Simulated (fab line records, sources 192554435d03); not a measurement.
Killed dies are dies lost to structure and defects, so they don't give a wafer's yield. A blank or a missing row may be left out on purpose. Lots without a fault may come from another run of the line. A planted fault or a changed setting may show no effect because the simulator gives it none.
Chamber matching | flow n5_finfet | N5_BEOL_M1_ETCH_77 on rie_diel-02: 4 sister chambers
The step etches underlayer in N2/H2, target depth 6.5 nm, time 5.2 s. 8 wafers are shown with their chamber, then 11 later ones without.

WAFERS WITH THEIR CHAMBER
wafer  | chamber | showerhead_plenum_p_Torr (Torr) | throttle_valve_pct (%)
L080.5 | 2       | 2.48                            | 17.81
L082.3 | 0       | 2.60                            | 17.74
L087.2 | 0       | 2.60                            | 17.80
L087.3 | 1       | 2.43                            | 18.14
L089.2 | 2       | 2.47                            | 17.89
L089.4 | 3       | 2.42                            | 17.92
L089.5 | 3       | 2.42                            | 17.92
L092.1 | 1       | 2.43                            | 18.16

WAFERS WITHOUT THEIR CHAMBER
wafer  | showerhead_plenum_p_Torr (Torr) | throttle_valve_pct (%)
L092.2 | 2.47                            | 17.89
L092.5 | 2.43                            | 18.15
L093.1 | 2.59                            | 17.77
L093.3 | 2.46                            | 17.89
L093.5 | 2.43                            | 18.16
L095.1 | 2.46                            | 17.91
L095.2 | 2.42                            | 17.95
L095.4 | 2.42                            | 18.17
L094.1 | 2.46                            | 17.89
L094.4 | 2.42                            | 18.19
L094.5 | 2.59                            | 17.80

WHICH CHAMBER EACH WENT THROUGH
wafer  | from the rows above | in truth
L092.2 | 2                   | 2
L092.5 | 1                   | 1
L093.1 | 0                   | 0
L093.3 | 2                   | 2
L093.5 | 1                   | 1
L095.1 | 2                   | 2
L095.2 | 3                   | 3
L095.4 | 1                   | 1
L094.1 | 2                   | 2
L094.4 | 1                   | 1
L094.5 | 0                   | 0
Placed correctly: 11 of 11. Can't be placed from these rows: 0. Placed wrongly: 0.
How it was worked out, from the rows above alone: a wafer's distance from a chamber is the root of the sum, over the readings, of the square of ((its reading less the chamber's mean) divided by the reading's scatter). The wafer belongs to the nearest chamber; if the next one is less than 2 further off, it can't be placed. A chamber's mean is the mean of its shown wafers. The scatter: the root of (the sum of the squares of (reading less its chamber's mean) over the shown wafers, divided by (wafers less chambers)).
